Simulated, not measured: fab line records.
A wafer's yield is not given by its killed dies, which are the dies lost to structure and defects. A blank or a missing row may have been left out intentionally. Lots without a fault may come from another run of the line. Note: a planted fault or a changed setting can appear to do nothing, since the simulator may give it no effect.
Chamber matching || flow n5 finfet || pecvd-03 running N5_BEOL_M0_SAQP_HM_DEP_111: 3 sister chambers
The step deposits SiO2 from SiH4/N2O, target thk 12 nm, time 7.2 s. 14 wafers are shown with their chamber, then 7 later ones without.

## WAFERS, EACH WITH ITS CHAMBER
{"wafer": "L077.2", "chamber": 0, "showerhead plenum p Torr (Torr)": 8.20, "heater power w (W)": 891}
{"wafer": "L077.4", "chamber": 1, "showerhead plenum p Torr (Torr)": 8.11, "heater power w (W)": 730}
{"wafer": "L077.6", "chamber": 0, "showerhead plenum p Torr (Torr)": 8.19, "heater power w (W)": 894}
{"wafer": "L079.1", "chamber": 1, "showerhead plenum p Torr (Torr)": 8.12, "heater power w (W)": 733}
{"wafer": "L079.2", "chamber": 2, "showerhead plenum p Torr (Torr)": 8.23, "heater power w (W)": 758}
{"wafer": "L079.4", "chamber": 2, "showerhead plenum p Torr (Torr)": 8.24, "heater power w (W)": 747}
{"wafer": "L083.1", "chamber": 0, "showerhead plenum p Torr (Torr)": 8.21, "heater power w (W)": 843}
{"wafer": "L083.2", "chamber": 2, "showerhead plenum p Torr (Torr)": 8.24, "heater power w (W)": 769}
{"wafer": "L083.5", "chamber": 0, "showerhead plenum p Torr (Torr)": 8.21, "heater power w (W)": 874}
{"wafer": "L086.2", "chamber": 2, "showerhead plenum p Torr (Torr)": 8.25, "heater power w (W)": 756}
{"wafer": "L086.4", "chamber": 0, "showerhead plenum p Torr (Torr)": 8.24, "heater power w (W)": 917}
{"wafer": "L086.5", "chamber": 2, "showerhead plenum p Torr (Torr)": 8.24, "heater power w (W)": 742}
{"wafer": "L091.1", "chamber": 1, "showerhead plenum p Torr (Torr)": 8.09, "heater power w (W)": 758}
{"wafer": "L091.2", "chamber": 0, "showerhead plenum p Torr (Torr)": 8.19, "heater power w (W)": 886}

SIGNATURES (averages over the wafers above)
{"reading": "showerhead plenum p Torr", "chamber 0": 8.2067, "chamber 1": 8.1067, "chamber 2": 8.2400, "scatter within a chamber": 0.0148}
{"reading": "heater power w", "chamber 0": 884.17, "chamber 1": 740.33, "chamber 2": 754.40, "scatter within a chamber": 18.9}
Rule: a wafer's distance from a chamber is the root of the sum, over the readings, of the square of ((its reading less the chamber's mean) divided by the reading's scatter). If the next closest chamber is less than 2 further off than the closest, the wafer can't be placed; otherwise it belongs to the closest. The scatter: take each reading less its chamber's mean, square it, sum over the shown wafers, divide by the number of wafers less the number of chambers, and take the root.

## WAFERS WHOSE CHAMBER IS MISSING
{"wafer": "L091.4", "showerhead plenum p Torr (Torr)": 8.23, "heater power w (W)": 738}
{"wafer": "L095.1", "showerhead plenum p Torr (Torr)": 8.22, "heater power w (W)": 828}
{"wafer": "L095.3", "showerhead plenum p Torr (Torr)": 8.11, "heater power w (W)": 726}
{"wafer": "L095.4", "showerhead plenum p Torr (Torr)": 8.22, "heater power w (W)": 825}
{"wafer": "L096.1", "showerhead plenum p Torr (Torr)": 8.20, "heater power w (W)": 748}
{"wafer": "L096.3", "showerhead plenum p Torr (Torr)": 8.11, "heater power w (W)": 687}
{"wafer": "L096.4", "showerhead plenum p Torr (Torr)": 8.23, "heater power w (W)": 773}

## EACH ONE'S CHAMBER
{"wafer": "L091.4", "from the rows above": 2, "in truth": 2}
{"wafer": "L095.1", "from the rows above": "can't be placed: 0 or 2", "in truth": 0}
{"wafer": "L095.3", "from the rows above": 1, "in truth": 1}
{"wafer": "L095.4", "from the rows above": "can't be placed: 0 or 2", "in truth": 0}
{"wafer": "L096.1", "from the rows above": 2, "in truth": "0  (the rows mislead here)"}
{"wafer": "L096.3", "from the rows above": 1, "in truth": 1}
{"wafer": "L096.4", "from the rows above": 2, "in truth": 2}
Correctly placed: 4 of 7. Cannot be placed on the basis of these rows: 2; the candidates contain the true chamber in 2. Number placed wrongly: 1.
